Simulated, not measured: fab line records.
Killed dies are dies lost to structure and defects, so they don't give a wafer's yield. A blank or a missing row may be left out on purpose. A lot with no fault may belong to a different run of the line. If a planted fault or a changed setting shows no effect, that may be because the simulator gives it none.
Problem report in the 8D (eight disciplines) form, filled by code	flow n5 finfet	the parts of the form that need people (team, actions taken, sign-off) are left out

== 1. WHAT IS WRONG ==
Mean of beam energy keV at N5_MOL_CONTACT_COAG_IMPLANT_129: 9.9918 across 6 wafers in 2 lots; on wafers with no fault it is 2.9997 (standard deviation 0.00087). That is +99 or more standard deviations from the usual mean.
First observed at day 8 03:13: wafer L662.1, on implanter-01. The record has a number at this step for 27 wafers belonging to 9 lots. Rule for "out", or "out of limits": more than 4 standard deviations from the usual mean. The rest of the wafers with a number are treated as sound.

== 2. WHAT THIS IS AND IS NOT ==
question	is	is not
which readings at this step	beam energy keV, end station pressure torr	-
which lots	L662, L663	L651, L654, L655, L665, L667, L669, L672
which wafers of those lots	all that have a number	-
read on which tools	implanter-01	implanter-02
when	from day 8 03:13	up to then (9 sound wafers); but 12 sound wafers of L665, L667, L669, L672 came after

== 3. THE SUSPECTS, EACH WITH WHAT RULES IT OUT ==
Counting: a tool stays on the suspect list if, at a process step up to the reading, it processed all lots that are out and no sound lot following the first of them.
- implanter-01 at N5_MOL_CONTACT_COAG_IMPLANT_129: kept. It ran every lot that is out, first L662 (day 8 03:13), and no sound lot after that; its last sound lot up to then is L655 (day 6 07:29). Its own readings are out on those wafers: beam energy keV, end station pressure torr.
After counting, what remains is implanter-01 at N5_MOL_CONTACT_COAG_IMPLANT_129.

== 4. THE CAUSE (what the simulator had put in) ==
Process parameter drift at N5_MOL_CONTACT_COAG_IMPLANT_129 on implanter-01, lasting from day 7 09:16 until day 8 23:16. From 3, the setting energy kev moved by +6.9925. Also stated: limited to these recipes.
Counting left only this tool.

== 5. SEQUENCE OF EFFECTS, ordered by route ==
Rows list readings where the struck wafers' mean (over those with a number) sits beyond 3 standard deviations from the usual. Readings are gone through only where the record gives a usual standard deviation; hours: the median, over the lots, of the time from a lot's start at the first step in this table giving one to that lot's start at this step; sigmas: the change measured in usual standard deviations.
hours	step	reading	usual	on struck wafers	change	sigmas
0	N5_MOL_CONTACT_COAG_IMPLANT_129	beam energy keV	2.9997	9.9918	+6.9921	+99 or more
0	N5_MOL_CONTACT_COAG_IMPLANT_129	end station pressure torr	5.9e-06 Torr	1.1e-05	+4.9e-06	+14
It contains these process steps:
- N5_MOL_CONTACT_COAG_IMPLANT_129
Later steps that measure or inspect, where all struck wafers having a row at the step show a number for every such reading and not one has moved that far: N5_BEOL_M4_RC_MEAS_101.

== 6. WHAT WOULD HAVE CAUGHT IT SOONER ==
In this record no reading fell out of limits until day 8 03:13, 18 hours after the fault had begun at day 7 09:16.
